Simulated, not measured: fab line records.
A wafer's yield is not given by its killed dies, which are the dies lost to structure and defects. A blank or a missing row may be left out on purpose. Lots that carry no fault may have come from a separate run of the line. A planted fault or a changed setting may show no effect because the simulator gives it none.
Code-filled problem report in 8D (eight disciplines) form || flow n5-finfet || the parts of the form that need people (team, actions taken, sign-off) are left out

1. PROBLEM STATEMENT
Across 2 wafers from 2 lots, M2_ILD_THK at N5_BEOL_M2_THK_MEAS_01 averages 88.5 nm, while fault-free wafers read 78.6 nm with a standard deviation of 1.1. That is +9.0 standard deviations from the usual mean.
Earliest sighting: wafer L350.5 on film-metro-01 at day 9 19:54. The record has a number at this step for 29 wafers belonging to 10 lots. Rule for "out" (also "out of limits"): further than 4 standard deviations from the usual mean. The other wafers with a number count as sound.

2. WHAT THIS IS AND IS NOT
{"question": "which readings at this step", "is": "M2_ILD_THK", "is not": "-"}
{"question": "which lots", "is": "L350, L357", "is not": "L337, L338, L339, L340, L341, L345, L346, L359"}
{"question": "which wafers of those lots", "is": "L350.5, L357.1", "is not": "L350.2, L350.3, L357.4"}
{"question": "read on which gauges", "is": "film-metro-01", "is not": "film-metro-02"}
{"question": "when", "is": "from day 9 19:54", "is not": "up to then (23 sound wafers); but 4 sound wafers of L357, L359 came after"}

3. THE SUSPECTS, EACH WITH WHAT RULES IT OUT
Counting: any tool at a process step up to the reading remains a suspect provided it ran every lot that is out. Sound lots after the first of them don't rule it out here, since some wafers of a struck lot are sound.
- the gauge at N5_BEOL_M2_THK_MEAS_01: kept. All the wafers that are out were read on film-metro-01, and no step on other tools shows them out.
- pecvd-03 at N5_BEOL_M2_ILD_DEP_00 (deposits SiOC from DEMS/O2, target thk 79 nm, time 15.3 s): kept. It processed each lot that is out (first: L350, day 9 19:50); up to then, its last sound lot is L345 (day 8 20:35).
Left after counting: pecvd-03 at N5_BEOL_M2_ILD_DEP_00, film-metro-01 at N5_BEOL_M2_THK_MEAS_01.

4. THE CAUSE (what the simulator had put in)
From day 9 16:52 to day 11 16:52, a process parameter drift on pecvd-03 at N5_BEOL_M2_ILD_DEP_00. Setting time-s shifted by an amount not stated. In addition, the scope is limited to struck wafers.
Counting left 2 suspects, and this tool is among them.

5. THE EFFECT CHAIN, in route order
One row per reading whose mean, taken over the struck wafers that have a number, lies over 3 standard deviations from the usual. Only readings for which the record gives a usual standard deviation are gone through. hours: the time from each lot's start at the first step in this table that gives one to its start at this step, as a median over the lots. sigmas: the change in usual standard deviations.
{"hours": 0, "step": "N5_BEOL_M2_THK_MEAS_01", "reading": "M2_ILD_THK", "usual": "78.6 nm", "on struck wafers": 88.5, "change": "+10.0", "sigmas": "+9.0"}
Later steps that measure or inspect, where all struck wafers having a row at the step show a number for every such reading and not one has moved that far: N5_BEOL_M4_RC_MEAS_101.

6. HOW IT WOULD HAVE BEEN CAUGHT EARLIER
Counted from the fault's start at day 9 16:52, it took 3 hours until the first out-of-limits reading at a measuring or inspecting step in this record, taken at day 9 19:54.
An alarm limit of 4 standard deviations would not have fired on the tool readings at N5_BEOL_M2_ILD_DEP_00 for which the record gives a usual standard deviation, since none of them was out on any struck wafer.
Of the lots that are out (2), L357 began N5_BEOL_M2_ILD_DEP_00 on pecvd-03 after day 9 19:54. Had the tool been put on hold then, it would have been spared.
